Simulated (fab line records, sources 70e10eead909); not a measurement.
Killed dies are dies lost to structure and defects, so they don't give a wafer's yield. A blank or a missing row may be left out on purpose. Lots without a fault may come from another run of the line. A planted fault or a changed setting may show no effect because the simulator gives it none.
Chamber matching | flow nand_harc | NHARC_A_SGD_CUT_DESCUM_14 on rie_diel-05: 4 sister chambers
The step chemistry O2, time 3 s. 18 wafers are shown with their chamber, then 9 later ones without.

WAFERS WITH THEIR CHAMBER
wafer  | chamber | showerhead_plenum_p_Torr (Torr) | drypump_motor_current_A (A) | oes_product_au (a.u.)
L079.1 | 0       | 1.93                            | 5.0                         | 1.000
L079.2 | 1       | 1.80                            | 6.5                         | 1.007
L079.4 | 2       | 1.85                            | 5.3                         | 1.017
L081.1 | 2       | 1.85                            | 5.3                         | 1.026
L081.4 | 0       | 1.93                            | 5.0                         | 1.004
L081.6 | 0       | 1.93                            | 5.0                         | 0.997
L083.1 | 2       | 1.85                            | 5.2                         | 1.015
L083.4 | 1       | 1.80                            | 6.4                         | 1.008
L083.5 | 0       | 1.93                            | 5.0                         | 1.010
L085.1 | 2       | 1.85                            | 5.2                         | 1.017
L085.4 | 0       | 1.93                            | 5.0                         | 1.004
L085.6 | 3       | 1.91                            | 5.7                         | 0.990
L087.1 | 2       | 1.85                            | 5.2                         | 1.017
L087.4 | 1       | 1.79                            | 6.4                         | 1.018
L087.5 | 3       | 1.91                            | 5.6                         | 0.991
L088.1 | 1       | 1.79                            | 6.4                         | 1.007
L088.4 | 2       | 1.85                            | 5.2                         | 1.000
L088.6 | 0       | 1.93                            | 5.0                         | 0.975

SIGNATURES (means of the wafers above)
reading                  | chamber 0 | chamber 1 | chamber 2 | chamber 3 | scatter within a chamber
showerhead_plenum_p_Torr | 1.9300    | 1.7950    | 1.8500    | 1.9100    | 0.00267
drypump_motor_current_A  | 5.000     | 6.425     | 5.233     | 5.650     | 0.043
oes_product_au           | 0.99833   | 1.01000   | 1.01533   | 0.99050   | 0.00923
Rule: a wafer's distance from a chamber is the root of the sum, over the readings, of the square of ((its reading less the chamber's mean) divided by the reading's scatter). The wafer belongs to the nearest chamber; if the next one is less than 2 further off, it can't be placed. The scatter: the root of (the sum of the squares of (reading less its chamber's mean) over the shown wafers, divided by (wafers less chambers)).

WAFERS WITHOUT THEIR CHAMBER
wafer  | showerhead_plenum_p_Torr (Torr) | drypump_motor_current_A (A) | oes_product_au (a.u.)
L093.1 | 1.85                            | 5.2                         | 0.991
L093.4 | 1.91                            | 5.7                         | 0.990
L093.6 | 1.91                            | 5.7                         | 0.988
L095.1 | 1.79                            | 6.5                         | 1.015
L095.3 | 1.85                            | 5.2                         | 1.016
L095.6 | 1.85                            | 5.2                         | 1.008
L096.2 | 1.93                            | 5.0                         | 0.974
L096.5 | 1.91                            | 5.7                         | 0.980
L096.6 | 1.85                            | 5.3                         | 1.001

WHICH CHAMBER EACH WENT THROUGH
wafer  | from the rows above | in truth
L093.1 | 2                   | 2
L093.4 | 3                   | 3
L093.6 | 3                   | 3
L095.1 | 1                   | 1
L095.3 | 2                   | 2
L095.6 | 2                   | 2
L096.2 | 0                   | 0
L096.5 | 3                   | 3
L096.6 | 2                   | 2
Placed correctly: 9 of 9. Can't be placed from these rows: 0. Placed wrongly: 0.
